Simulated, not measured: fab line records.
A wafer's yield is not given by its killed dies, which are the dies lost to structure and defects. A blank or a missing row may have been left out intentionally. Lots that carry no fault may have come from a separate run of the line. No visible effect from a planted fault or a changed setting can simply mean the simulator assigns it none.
fab line records	flow n5-finfet
record lots=7	wafers=21	last-day=17
route steps=1938 shown BEOL_M0@736 BEOL_M4@1111 PASSIVATION@1936
lots that met no fault: from a run of the same line without faults
start-h: hours from the record's first day to the start of the lot's first wafer shown	wait-h: how many hours have passed since the lot's step before this one	" as in the row above	L1.1+2: one row covering several wafers at once	- no value, or no start given	* or withheld: withheld	< > ~ a bound
route shown NAME@n: names a module that has steps shown in the file, with the first one's number in the route	usual: mean and standard deviation over wafers with no fault	same: alike in all rows	chamber/n: place in a boat	sites: per-site readings	_std_site: standard deviation across them	_edge_site: the outer-site mean with the inner-site mean subtracted	radius-mm: for every site, how far away it sits from the centre of the wafer	mask NAME#n: copy n	behind: tool/chamber where the wafer was last shaped	hold: why the lot was held/for how many hours/how that ended	device: the n, p or np transistor that did not switch	end of line: at the end of the route, the tests of the same wafers	where a step has no rows: the recipe by itself	killed: dies lost to structure and defects at the first sort, not the wafer's yield	map: the dies of a wafer, with x for killed, . for not killed, _ for no die there
set.NAME: the setting that was run; set.NAME@STEP: the one run at that earlier step	model.NAME: the simulator's own value behind a step, which no gauge read
a table for each step, a row for each wafer; lots at some steps of the route
services: from which hour (start-h, from the record's first day; less than 0 if before it) a tool's chamber was out of use, for how many hours, and why
## steps
# step N5_BEOL_M0_SPUTTER_132
# recipe material=Cu	target-thk-a=40	temp-c=-20	chamber-pressure-pa=0.07	power-w=withheld	time-s=7.37
# usual chuck-sensor-temp-C=-15.9/0.36	throttle-valve-pct=29.9/1.2
lot.wafer	tool	chamber	start-h	wait-h	chuck-sensor-temp-C	throttle-valve-pct
L720.1	pvd-sputter-03	-	137.89	0.0	-16.4	32.1
L720.2	"	-	"	"	-16.3	30.5
L720.5	"	-	"	"	-15.9	30.0
L725.1	pvd-sputter-02	-	164.02	0.0	-15.6	30.1
L725.3	"	-	"	"	-15.8	26.9
L725.4	"	-	"	"	-16.2	28.8
L727.2	pvd-sputter-01	-	176.47	0.0	-15.4	29.4
L727.5	"	-	"	"	-16.2	30.9
L727.6	"	-	"	"	-15.4	29.5
L738.4	pvd-sputter-03	-	240.04	0.0	-15.7	29.7
L738.5	"	-	"	"	-15.9	30.3
L738.6	"	-	"	"	-16.1	32.0
L739.1	pvd-sputter-01	-	244.70	0.0	-15.7	31.3
L739.4	"	-	"	"	-16.3	31.0
L739.6	"	-	"	"	-16.6	29.1
L740.1	pvd-sputter-01	-	251.30	0.0	-16.3	30.5
L740.3	"	-	"	"	-15.3	29.6
L740.6	"	-	"	"	-16.0	30.7
L741.2	pvd-sputter-02	-	253.78	0.0	-15.5	29.9
L741.4	"	-	"	"	-15.7	30.2
L741.6	"	-	"	"	-15.4	29.7
# step N5_BEOL_M0_ANNEAL_133
# recipe temp-c=400	time-s=60	ambient=vacuum
# usual heater-power-w=795/62
lot.wafer	tool	chamber	start-h	wait-h	heater-power-w
L720.1	pvd-sputter-03	-	137.97	0.0	863
L720.2	"	-	"	"	905
L720.5	"	-	"	"	713
L725.1	pvd-sputter-02	-	164.10	0.0	731
L725.3	"	-	"	"	732
L725.4	"	-	"	"	808
L727.2	pvd-sputter-01	-	176.55	0.0	840
L727.5	"	-	"	"	800
L727.6	"	-	"	"	838
L738.4	pvd-sputter-03	-	240.12	0.0	702
L738.5	"	-	"	"	814
L738.6	"	-	"	"	859
L739.1	pvd-sputter-01	-	244.78	0.0	808
L739.4	"	-	"	"	801
L739.6	"	-	"	"	752
L740.1	pvd-sputter-01	-	251.38	0.0	826
L740.3	"	-	"	"	826
L740.6	"	-	"	"	786
L741.2	pvd-sputter-02	-	253.86	0.0	777
L741.4	"	-	"	"	709
L741.6	"	-	"	"	798
# step N5_BEOL_M0_SPUTTER_134
# recipe material=Cu	target-thk-a=40	temp-c=-20	chamber-pressure-pa=0.07	power-w=withheld	time-s=7.37
# step N5_BEOL_M0_ANNEAL_135
# recipe temp-c=400	time-s=60	ambient=vacuum
# step N5_BEOL_M0_SPUTTER_141
# recipe material=Cu	target-thk-a=40	temp-c=-20	chamber-pressure-pa=0.07	power-w=withheld	time-s=7.37
# usual chuck-sensor-temp-C=-15.9/0.35	throttle-valve-pct=30.0/1.3
lot.wafer	tool	chamber	start-h	wait-h	chuck-sensor-temp-C	throttle-valve-pct
L720.1	pvd-sputter-03	-	138.13	0.0	-16.5	32.2
L720.2	"	-	"	"	-16.2	30.4
L720.5	"	-	"	"	-15.8	29.8
L725.1	pvd-sputter-02	-	164.26	0.0	-15.5	30.7
L725.3	"	-	"	"	-15.8	26.6
L725.4	"	-	"	"	-16.0	28.7
L727.2	pvd-sputter-01	-	176.71	0.0	-15.4	29.4
L727.5	"	-	"	"	-16.2	30.6
L727.6	"	-	"	"	-15.5	29.5
L738.4	pvd-sputter-03	-	240.28	0.0	-15.8	30.0
L738.5	"	-	"	"	-16.0	30.2
L738.6	"	-	"	"	-16.3	32.1
L739.1	pvd-sputter-01	-	244.94	0.0	-15.9	31.3
L739.4	"	-	"	"	-16.0	31.0
L739.6	"	-	"	"	-16.5	29.1
L740.1	pvd-sputter-01	-	251.54	0.0	-16.0	30.7
L740.3	"	-	"	"	-15.5	29.0
L740.6	"	-	"	"	-16.0	30.8
L741.2	pvd-sputter-02	-	254.02	0.0	-15.4	29.7
L741.4	"	-	"	"	-15.7	30.3
L741.6	"	-	"	"	-15.5	29.6
# step N5_BEOL_M0_ECD_118
# recipe material=Cu	target-thk-a=3000
# step N5_BEOL_M0_ANNEAL_119
# recipe temp-c=225	time-s=90	ambient=N2
# step N5_BEOL_M0_CMP_120
# recipe stop-on=SiOC	t-overpolish-s=6.9	down-force-psi=1	platen-rpm=50	clearing-platen-down-force-psi=1.5	clearing-platen-rpm=50	post-cmp-clean=cu-alkaline	clearing-platen-pad-velocity-m-s=0.99484	pad-velocity-m-s=0.99484
# usual barrier-field-endpoint-s=3.64/0.15	edge-zone-pressure-frac=1.000/0.0045	motor-current-A=6.1/0.45	overpolish-run-s=6.900/0.0097	time-to-endpoint-s=62/3.4
lot.wafer	tool	chamber	start-h	wait-h	barrier-field-endpoint-s	edge-zone-pressure-frac	motor-current-A	overpolish-run-s	time-to-endpoint-s
L720.2	cmp-02	0	138.70	0.3	3.50	1.004	6.0	6.907	62
L720.1	"	1	"	"	3.45	1.004	6.4	6.894	67
L720.5	"	2	"	"	3.52	1.000	6.1	6.909	64
L725.4	cmp-01	2	164.75	0.1	3.76	0.999	6.0	6.904	63
L725.3	"	3	"	"	3.68	0.996	6.1	6.895	61
L725.1	"	0	"	"	3.70	1.005	6.0	6.906	66
L727.2	cmp-01	2	177.40	0.3	3.59	0.999	6.0	6.901	61
L727.6	"	3	"	"	3.66	1.006	5.9	6.892	63
L727.5	"	0	"	"	3.61	1.002	6.1	6.894	67
L738.4	cmp-02	0	240.78	0.1	3.43	0.991	6.4	6.913	57
L738.6	"	0	"	"	3.55	1.004	6.6	6.899	56
L738.5	"	1	"	"	3.69	1.002	6.3	6.893	60
L739.4	cmp-03	3	245.43	0.1	3.60	1.000	6.1	6.913	63
L739.1	"	1	"	"	3.45	1.003	7.1	6.907	64
L739.6	"	0	"	"	3.52	0.997	6.4	6.903	64
L740.3	cmp-01	1	252.05	0.2	3.60	0.994	6.4	6.904	61
L740.1	"	2	"	"	3.67	1.007	5.8	6.900	60
L740.6	"	2	"	"	3.59	0.999	5.6	6.891	62
L741.2	cmp-02	0	254.56	0.2	3.37	0.996	6.1	6.909	56
L741.4	"	1	"	"	3.63	1.002	6.4	6.891	61
L741.6	"	0	"	"	3.54	0.994	6.5	6.909	56
# step N5_BEOL_M0_PRE_CLEAN_131
# recipe gas=NH3/H2	time-s=15	temp-c=*	rf-power-w=300
# usual heater-power-w=86/17
lot.wafer	tool	chamber	start-h	wait-h	heater-power-w
L720.1	cvd-co-01	2	138.98	0.1	90
L720.2	"	0	"	"	64
L720.5	"	0	"	"	65
L725.1	cvd-co-01	1	165.08	0.0	108
L725.3	"	0	"	"	66
L725.4	"	2	"	"	85
L727.2	cvd-co-02	0	177.62	0.0	103
L727.5	"	0	"	"	101
L727.6	"	2	"	"	61
L738.4	cvd-co-02	2	241.13	0.1	63
L738.5	"	0	"	"	104
L738.6	"	1	"	"	92
L739.1	cvd-co-01	1	245.76	0.0	106
L739.4	"	2	"	"	88
L739.6	"	0	"	"	68
L740.1	cvd-co-01	2	252.38	0.0	88
L740.3	"	1	"	"	111
L740.6	"	2	"	"	87
L741.2	cvd-co-02	1	254.85	0.0	94
L741.4	"	0	"	"	103
L741.6	"	1	"	"	91
# step N5_BEOL_M0_CO_CAP_123
# recipe material=Co	target-thk-a=20	temp-c=200	precursor=CCTBA/H2	pressure-torr=30	time-s=102.1
# step N5_BEOL_M0_PRE_CLEAN_124
# recipe gas=NH3	time-s=15	temp-c=withheld	rf-power-w=300
# step N5_BEOL_M0_DEP_125
# recipe material=SiCN	target-thk-a=80	temp-c=withheld	precursor=3MS/NH3	pressure-torr=3	rf-w=202	time-s=14
# usual chamber-pressure-Torr=3.000/0.0066	rf-fwd-power-W=199.1/1	showerhead-plenum-p-Torr=3.658/0.0088	throttle-valve-pct=9.1/0.64
lot.wafer	tool	chamber	start-h	wait-h	chamber-pressure-Torr	rf-fwd-power-W	showerhead-plenum-p-Torr	throttle-valve-pct
L720.1	pecvd-01	1	139.19	0.1	2.998	201.1	3.650	10.2
L720.2	"	1	"	"	2.997	201.5	3.659	10.3
L720.5	"	1	"	"	2.987	201.2	3.663	10.6
L725.1	pecvd-04	0	165.24	0.0	2.996	201.2	3.650	9.5
L725.3	"	1	"	"	3.014	199.9	3.657	9.5
L725.4	"	2	"	"	3.006	197.3	3.666	8.7
L727.2	pecvd-04	2	177.78	0.0	3.002	197.1	3.666	8.9
L727.5	"	1	"	"	3.004	199.2	3.665	9.2
L727.6	"	0	"	"	3.000	200.4	3.654	9.5
L738.4	pecvd-04	2	241.28	0.0	-	-	-	-
L738.5	"	0	"	"	-	-	-	-
L738.6	"	1	"	"	-	-	-	-
L739.1	pecvd-03	2	245.92	0.0	-	-	-	-
L739.4	"	0	"	"	-	-	-	-
L739.6	"	1	"	"	-	-	-	-
L740.1	pecvd-03	1	252.54	0.0	-	-	-	-
L740.3	"	0	"	"	-	-	-	-
L740.6	"	0	"	"	-	-	-	-
L741.2	pecvd-04	0	255.01	0.0	3.004	200.7	3.647	9.6
L741.4	"	2	"	"	2.999	198.9	3.667	8.9
L741.6	"	0	"	"	3.005	201.6	3.652	9.5
# step N5_BEOL_M4_RC_MEAS_101
# usual DIBL_N=35.9/1.6	DIBL_P=35.6/2.1	IOFF_N=0.149/0.029	IOFF_P=0.20/0.033	ION_N=671/11	ION_P=460/7.3	SS_N=71.4/0.62	SS_P=73.2/0.65	VT_N=251/3.1	VT_P=-251/3.4
lot.wafer	tool	chamber	start-h	wait-h	DIBL_N[mV/V]	DIBL_P[mV/V]	IOFF_N[nA/um]	IOFF_P[nA/um]	ION_N[uA/um]	ION_P[uA/um]	SS_N[mV/dec]	SS_P[mV/dec]	VT_N[mV]	VT_P[mV]
L720.1	prober-01	0	179.69	0.0	31.9	32.8	0.102	0.14	645	446	70.8	71.8	257	-260
L720.2	"	0	"	"	34.2	36.0	0.132	0.17	662	458	70.9	73.2	254	-255
L720.5	"	0	"	"	34.3	36.6	0.145	0.18	672	464	71.8	73.0	251	-257
L725.1	prober-02	0	205.27	0.0	36.8	36.5	0.165	0.25	679	473	71.7	73.8	249	-248
L725.3	"	0	"	"	36.9	36.4	0.173	0.25	684	476	70.7	73.4	248	-247
L725.4	"	0	"	"	37.4	37.0	0.172	0.26	681	474	71.9	74.2	249	-247
L727.2	prober-01	0	222.77	0.2	35.2	35.6	0.148	0.20	677	470	70.5	73.3	251	-247
L727.5	"	0	"	"	34.3	34.7	0.128	0.19	666	459	70.7	73.2	254	-249
L727.6	"	0	"	"	34.4	34.8	0.140	0.19	675	461	71.5	73.0	252	-252
L741.2	prober-02	0	303.91	0.2	39.4	39.3	0.237	0.26	691	466	73.0	74.6	247	-247
L741.4	"	0	"	"	33.0	32.5	0.124	0.16	677	458	70.6	72.5	251	-251
L741.6	"	0	"	"	36.5	35.8	0.169	0.20	688	464	71.6	73.4	249	-251
# step N5_PASSIVATION_PROBE_49
# usual defect-limited-yield=90.9/1.5	killed_at_M0_to_M3=36/9.9	killed_at_M4_up=13/4.5	killed-at-contacts=13/6.4	killed-at-front-end=42/12	killed-at-other=3.4/3	killed-dies=107/18	killed-on-rim=14/4.3	killed-open=69/13	killed-short=35/8.2	sort_bin_5_function=5.3/1.1	sort_bin_6_memory=3.4/0.69	sort-n-pass=1073/18	sort-yield-pct=90.9/1.5
# same gross-dies=1180	killed-at-back-side=0	sort_bin_4_leakage[%]=0	sort_bin_8_speed[%]=0
lot.wafer	tool	chamber	start-h	wait-h	defect-limited-yield[%]	killed_at_M0_to_M3	killed_at_M4_up	killed-at-contacts	killed-at-front-end	killed-at-other	killed-dies	killed-on-rim	killed-open	killed-short	sort_bin_5_function[%]	sort_bin_6_memory[%]	sort-n-pass	sort-yield-pct[%]
L720.1	prober-01	-	275.51	0.0	90.3	41	15	13	41	4	114	16	71	43	6.4	2.8	1066	90.3
L720.2	prober-01	-	275.56	0.1	93.8	29	8	4	23	9	73	9	44	29	3.2	2.5	1107	93.8
L720.5	prober-01	-	275.71	0.2	92.8	27	7	15	31	5	85	14	56	29	4.4	2.5	1095	92.8
L725.1	prober-02	-	307.98	0.0	91.4	33	11	12	43	2	101	10	69	27	5.4	2.5	1079	91.4
L725.3	prober-02	-	308.08	0.1	89.1	50	14	14	51	0	129	16	86	41	7.1	3.4	1051	89.1
L725.4	prober-02	-	308.13	0.2	88.3	26	17	20	74	1	138	19	94	40	7.5	3.9	1042	88.3
L727.2	prober-01	-	317.80	0.1	93.1	22	11	5	43	1	82	7	45	35	3.9	2.6	1098	93.1
L727.5	prober-01	-	317.95	0.2	90.4	32	14	8	56	3	113	17	64	45	5.8	3.2	1067	90.4
L727.6	prober-01	-	318.00	0.3	91.5	35	11	10	36	8	100	24	56	36	4.5	3.0	1080	91.5
L738.4	prober-02	-	386.86	0.2	0	1123	6	11	31	9	1180	152	66	37	96.3	3.6	0	0
L738.5	prober-02	-	386.91	0.2	0	1132	10	11	20	7	1180	152	66	38	96.7	3.0	0	0
L738.6	prober-02	-	386.96	0.3	0	1112	13	19	34	2	1180	152	81	30	96.3	3.6	0	0
L739.1	prober-01	-	391.63	0.0	0	1083	18	14	60	5	1180	152	93	37	95.2	4.6	0	0
L739.4	prober-01	-	391.78	0.2	0	1132	18	5	24	1	1180	152	44	26	97.6	2.3	0	0
L739.6	prober-01	-	391.88	0.3	0	1123	16	9	30	2	1180	152	48	31	97.5	2.3	0	0
L740.1	prober-02	-	394.94	0.0	0	1110	10	21	37	2	1180	152	79	28	96.7	3.1	0	0
L740.3	prober-02	-	395.04	0.1	0	1093	16	8	59	4	1180	152	84	38	94.9	4.8	0	0
L740.6	prober-02	-	395.19	0.3	0	1119	9	12	36	4	1180	152	51	36	96.5	3.2	0	0
# killed by level:class
L720.1 BEOL_M0_SAQP:geometric-particle:short=19 BEOL_M0_SAQP:geometric-particle:open=18 FIN_SAQP:geometric-particle:open=15 MOL_CONTACT_COAG:geometric-particle:open=12 FIN_SAQP:geometric-particle:short=9 BEOL_M4:geometric-particle:open=5 STARTING-WAFER:geometric-particle:short=4 STI_FIN_REVEAL:geometric-particle:open=3
L720.2 BEOL_M0_SAQP:geometric-particle:short=8 BEOL_M0_SAQP:geometric-particle:open=7 BEOL_M2:geometric-particle:open=6 STI_FIN_REVEAL:geometric-particle:short=3 STI_FIN_REVEAL:geometric-particle:open=3 ILD0:geometric-particle:open=3 MOL_CONTACT_COAG:geometric-particle:open=3 BEOL_M3:geometric-particle:open=3
L720.5 FIN_SAQP:geometric-particle:open=18 MOL_CONTACT_COAG:geometric-particle:open=9 BEOL_M0_SAQP:geometric-particle:short=8 MOL_CONTACT_COAG:geometric-particle:short=6 BEOL_M3:geometric-particle:open=5 BEOL_M2:geometric-particle:open=4 STARTING-WAFER:geometric-particle:open=3 BEOL_M0_SAQP:geometric-particle:open=3
L725.1 FIN_SAQP:geometric-particle:open=10 BEOL_M0_SAQP:geometric-particle:open=10 STI_FIN_REVEAL:geometric-particle:open=9 DUMMY_GATE:geometric-particle:open=7 MOL_CONTACT_COAG:geometric-particle:open=7 BEOL_M0_SAQP:geometric-particle:short=7 BEOL_M1:geometric-particle:open=7 FIN_SAQP:geometric-particle:short=6
L725.3 FIN_SAQP:geometric-particle:open=13 STI_FIN_REVEAL:geometric-particle:open=13 BEOL_M0_SAQP:geometric-particle:short=13 MOL_CONTACT_COAG:geometric-particle:open=12 FIN_SAQP:geometric-particle:short=8 BEOL_M0_SAQP:geometric-particle:open=8 BEOL_M2:geometric-particle:open=8 DUMMY_GATE:geometric-particle:open=7
L725.4 FIN_SAQP:geometric-particle:open=18 MOL_CONTACT_COAG:geometric-particle:open=15 FIN_SAQP:geometric-particle:short=13 STI_FIN_REVEAL:geometric-particle:open=12 DUMMY_GATE:geometric-particle:open=11 BEOL_M2:geometric-particle:open=9 BEOL_M4:geometric-particle:open=6 MOL_CONTACT_COAG:geometric-particle:short=4
L727.2 FIN_SAQP:geometric-particle:open=11 STI_FIN_REVEAL:geometric-particle:open=9 FIN_SAQP:geometric-particle:short=7 BEOL_M3:geometric-particle:open=7 MOL_CONTACT_COAG:geometric-particle:open=5 BEOL_M3:geometric-particle:short=4 STARTING-WAFER:geometric-particle:short=4 GATE_CUT:geometric-particle:short=3
L727.5 FIN_SAQP:geometric-particle:short=10 FIN_SAQP:geometric-particle:open=9 BEOL_M0_SAQP:geometric-particle:short=7 STI_FIN_REVEAL:geometric-particle:open=5 GATE_CUT:geometric-particle:short=5 MOL_CONTACT_COAG:geometric-particle:open=5 BEOL_M1:geometric-particle:open=5 BEOL_M3:geometric-particle:open=5
L727.6 FIN_SAQP:geometric-particle:short=10 BEOL_M1:geometric-particle:open=9 HKMG_FIN:area-etch=8 MOL_CONTACT_COAG:geometric-particle:open=7 BEOL_M0:geometric-particle:open=6 FIN_SAQP:geometric-particle:open=5 BEOL_M0_SAQP:geometric-particle:short=5 BEOL_M3:geometric-particle:open=5
L738.4 BEOL_M0:area-dep=1076 BEOL_M0_SAQP:geometric-particle:short=14 MOL_CONTACT_COAG:geometric-particle:open=9 FIN_SAQP:geometric-particle:open=8 BEOL_M1:geometric-particle:open=8 BEOL_M0:geometric-particle:open=7 FIN_SAQP:geometric-particle:short=6 BEOL_M0_SAQP:geometric-particle:open=4
L738.5 BEOL_M0:area-dep=1076 BEOL_M0_SAQP:geometric-particle:short=14 MOL_CONTACT_COAG:geometric-particle:open=11 BEOL_M2:geometric-particle:open=11 BEOL_M3:geometric-particle:open=10 BEOL_M0_SAQP:geometric-particle:open=6 FIN_SAQP:geometric-particle:open=5 BEOL_M3:geometric-particle:short=5
L738.6 BEOL_M0:area-dep=1069 MOL_CONTACT_COAG:geometric-particle:open=15 BEOL_M2:geometric-particle:open=12 FIN_SAQP:geometric-particle:open=11 BEOL_M0_SAQP:geometric-particle:short=7 BEOL_M3:geometric-particle:open=7 BEOL_M5:geometric-particle:open=5 FIN_SAQP:geometric-particle:short=5
L739.1 BEOL_M0:area-dep=1046 FIN_SAQP:geometric-particle:open=27 FIN_SAQP:geometric-particle:short=19 BEOL_M3:geometric-particle:open=15 MOL_CONTACT_COAG:geometric-particle:open=12 BEOL_M4:geometric-particle:open=11 BEOL_M2:geometric-particle:open=7 BEOL_M0_SAQP:geometric-particle:open=4
L739.4 BEOL_M0:area-dep=1109 BEOL_M4:geometric-particle:open=9 FIN_SAQP:geometric-particle:open=8 BEOL_M0_SAQP:geometric-particle:open=6 BEOL_M0_SAQP:geometric-particle:short=6 FIN_SAQP:geometric-particle:short=5 BEOL_M5:geometric-particle:open=4 DUMMY_GATE:geometric-particle:open=3
L739.6 BEOL_M0:area-dep=1101 FIN_SAQP:geometric-particle:short=11 BEOL_M4:geometric-particle:open=8 FIN_SAQP:geometric-particle:open=7 MOL_CONTACT_COAG:geometric-particle:open=7 BEOL_M2:geometric-particle:open=6 DUMMY_GATE:geometric-particle:open=4 BEOL_M0_SAQP:geometric-particle:open=4
L740.1 BEOL_M0:area-dep=1072 MOL_CONTACT_COAG:geometric-particle:open=19 BEOL_M1:geometric-particle:open=10 BEOL_M3:geometric-particle:open=9 FIN_SAQP:geometric-particle:open=7 DUMMY_GATE:geometric-particle:open=7 BEOL_M0_SAQP:geometric-particle:short=6 GATE_CUT:geometric-particle:short=5
L740.3 BEOL_M0:area-dep=1058 FIN_SAQP:geometric-particle:open=18 FIN_SAQP:geometric-particle:short=12 BEOL_M3:geometric-particle:open=11 BEOL_M2:geometric-particle:open=10 STI_FIN_REVEAL:geometric-particle:open=8 BEOL_M4:geometric-particle:open=8 MOL_CONTACT_COAG:geometric-particle:open=7
L740.6 BEOL_M0:area-dep=1092 MOL_CONTACT_COAG:geometric-particle:open=9 FIN_SAQP:geometric-particle:short=6 STI_FIN_REVEAL:geometric-particle:open=6 BEOL_M2:geometric-particle:open=6 BEOL_M0_SAQP:geometric-particle:short=6 BEOL_M1:geometric-particle:open=6 FIN_SAQP:geometric-particle:open=5
# map L738.4 (x killed, . not)
_________________xxxxxxxxxxxx________________
______________xxxxxxxxxxxxxxxxxx_____________
___________xxxxxxxxxxxxxxxxxxxxxxxx__________
__________xxxxxxxxxxxxxxxxxxxxxxxxxx_________
________xxxxxxxxxxxxxxxxxxxxxxxxxxxxxx_______
_______xxxxxxxxxxxxxxxxxxxxxxxxxxxxxxxx______
______xxxxxxxxxxxxxxxxxxxxxxxxxxxxxxxxxx_____
_____xxxxxxxxxxxxxxxxxxxxxxxxxxxxxxxxxxxx____
____xxxxxxxxxxxxxxxxxxxxxxxxxxxxxxxxxxxxxx___
___xxxxxxxxxxxxxxxxxxxxxxxxxxxxxxxxxxxxxxxx__
___xxxxxxxxxxxxxxxxxxxxxxxxxxxxxxxxxxxxxxxx__
__xxxxxxxxxxxxxxxxxxxxxxxxxxxxxxxxxxxxxxxxxx_
__xxxxxxxxxxxxxxxxxxxxxxxxxxxxxxxxxxxxxxxxxx_
_xxxxxxxxxxxxxxxxxxxxxxxxxxxxxxxxxxxxxxxxxxxx
_xxxxxxxxxxxxxxxxxxxxxxxxxxxxxxxxxxxxxxxxxxxx
_xxxxxxxxxxxxxxxxxxxxxxxxxxxxxxxxxxxxxxxxxxxx
_xxxxxxxxxxxxxxxxxxxxxxxxxxxxxxxxxxxxxxxxxxxx
_xxxxxxxxxxxxxxxxxxxxxxxxxxxxxxxxxxxxxxxxxxxx
_xxxxxxxxxxxxxxxxxxxxxxxxxxxxxxxxxxxxxxxxxxxx
_xxxxxxxxxxxxxxxxxxxxxxxxxxxxxxxxxxxxxxxxxxxx
_xxxxxxxxxxxxxxxxxxxxxxxxxxxxxxxxxxxxxxxxxxxx
__xxxxxxxxxxxxxxxxxxxxxxxxxxxxxxxxxxxxxxxxxx_
__xxxxxxxxxxxxxxxxxxxxxxxxxxxxxxxxxxxxxxxxxx_
___xxxxxxxxxxxxxxxxxxxxxxxxxxxxxxxxxxxxxxxx__
___xxxxxxxxxxxxxxxxxxxxxxxxxxxxxxxxxxxxxxxx__
____xxxxxxxxxxxxxxxxxxxxxxxxxxxxxxxxxxxxxx___
_____xxxxxxxxxxxxxxxxxxxxxxxxxxxxxxxxxxxx____
______xxxxxxxxxxxxxxxxxxxxxxxxxxxxxxxxxx_____
_______xxxxxxxxxxxxxxxxxxxxxxxxxxxxxxxx______
________xxxxxxxxxxxxxxxxxxxxxxxxxxxxxx_______
__________xxxxxxxxxxxxxxxxxxxxxxxxxx_________
___________xxxxxxxxxxxxxxxxxxxxxxxx__________
______________xxxxxxxxxxxxxxxxxx_____________
_________________xxxxxxxxxxxx________________
# map L739.1 (x killed, . not)
_________________xxxxxxxxxxxx________________
______________xxxxxxxxxxxxxxxxxx_____________
___________xxxxxxxxxxxxxxxxxxxxxxxx__________
__________xxxxxxxxxxxxxxxxxxxxxxxxxx_________
________xxxxxxxxxxxxxxxxxxxxxxxxxxxxxx_______
_______xxxxxxxxxxxxxxxxxxxxxxxxxxxxxxxx______
______xxxxxxxxxxxxxxxxxxxxxxxxxxxxxxxxxx_____
_____xxxxxxxxxxxxxxxxxxxxxxxxxxxxxxxxxxxx____
____xxxxxxxxxxxxxxxxxxxxxxxxxxxxxxxxxxxxxx___
___xxxxxxxxxxxxxxxxxxxxxxxxxxxxxxxxxxxxxxxx__
___xxxxxxxxxxxxxxxxxxxxxxxxxxxxxxxxxxxxxxxx__
__xxxxxxxxxxxxxxxxxxxxxxxxxxxxxxxxxxxxxxxxxx_
__xxxxxxxxxxxxxxxxxxxxxxxxxxxxxxxxxxxxxxxxxx_
_xxxxxxxxxxxxxxxxxxxxxxxxxxxxxxxxxxxxxxxxxxxx
_xxxxxxxxxxxxxxxxxxxxxxxxxxxxxxxxxxxxxxxxxxxx
_xxxxxxxxxxxxxxxxxxxxxxxxxxxxxxxxxxxxxxxxxxxx
_xxxxxxxxxxxxxxxxxxxxxxxxxxxxxxxxxxxxxxxxxxxx
_xxxxxxxxxxxxxxxxxxxxxxxxxxxxxxxxxxxxxxxxxxxx
_xxxxxxxxxxxxxxxxxxxxxxxxxxxxxxxxxxxxxxxxxxxx
_xxxxxxxxxxxxxxxxxxxxxxxxxxxxxxxxxxxxxxxxxxxx
_xxxxxxxxxxxxxxxxxxxxxxxxxxxxxxxxxxxxxxxxxxxx
__xxxxxxxxxxxxxxxxxxxxxxxxxxxxxxxxxxxxxxxxxx_
__xxxxxxxxxxxxxxxxxxxxxxxxxxxxxxxxxxxxxxxxxx_
___xxxxxxxxxxxxxxxxxxxxxxxxxxxxxxxxxxxxxxxx__
___xxxxxxxxxxxxxxxxxxxxxxxxxxxxxxxxxxxxxxxx__
____xxxxxxxxxxxxxxxxxxxxxxxxxxxxxxxxxxxxxx___
_____xxxxxxxxxxxxxxxxxxxxxxxxxxxxxxxxxxxx____
______xxxxxxxxxxxxxxxxxxxxxxxxxxxxxxxxxx_____
_______xxxxxxxxxxxxxxxxxxxxxxxxxxxxxxxx______
________xxxxxxxxxxxxxxxxxxxxxxxxxxxxxx_______
__________xxxxxxxxxxxxxxxxxxxxxxxxxx_________
___________xxxxxxxxxxxxxxxxxxxxxxxx__________
______________xxxxxxxxxxxxxxxxxx_____________
_________________xxxxxxxxxxxx________________
## services
tool	chamber	start-h	hours	kind
cvd-co-02	1	114.74	-	clean
cvd-co-02	1	114.74	22.0	scheduled-down
cvd-co-02	1	114.74	22.0	vent-cycle
cmp-01	-	121.33	4.0	pm
cvd-co-02	-	123.56	6.9	pm
pvd-sputter-02	-	124.06	2.1	repair
pecvd-04	-	129.76	2.1	repair
cvd-co-02	-	130.46	2.8	pm
cvd-co-01	-	134.02	1.2	repair
pecvd-04	-	134.06	2.2	repair
pecvd-01	0	135.19	14.8	repair
cmp-02	-	148.75	66.2	repair
pecvd-04	2	169.33	2.1	scheduled-down
pecvd-01	-	178.46	0.7	repair
cmp-01	-	182.65	5.5	pm
cvd-co-02	1	187.00	10.4	repair
pecvd-01	-	195.58	6.0	pm
cmp-03	-	196.27	4.3	pm
cvd-co-01	0	211.71	6.2	repair
pecvd-04	-	218.53	6.0	pm
cmp-03	-	222.71	2.0	repair
pecvd-03	2	228.10	7.4	repair
cmp-01	-	245.17	0.8	repair
cmp-03	-	249.92	4.0	pm
## key
first-sign step=N5_BEOL_M0_DEP_125	reading=tool-record	direction=missing
effect step=N5_PASSIVATION_PROBE_49	reading=killed_at_M0_to_M3	direction=up	sigmas=99+	usual=36	struck=1114
more-kills-born-at N5_BEOL_M0_DEP_125@pecvd-03=6478	N5_BEOL_M0_DEP_125@pecvd-04=3221
met-at N5_BEOL_M0_DEP_125
struck-wafers L738.4,L738.5,L738.6,L739.1,L739.4,L739.6,L740.1,L740.3,L740.6
later-rows-left-out L738.4,L738.5,L738.6,L739.1,L739.4,L739.6,L740.1,L740.3,L740.6
onset-between 177.78 241.28
fault kind=skipped-step-whole	tool=pecvd-03,pecvd-04	chamber=-	onset-h=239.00	steps=N5_BEOL_M0_DEP_125	scope=struck-lots-only
# later-rows-left-out: the simulator's readings of these wafers behind a module that went badly wrong aren't trusted and aren't shown, but for the sort
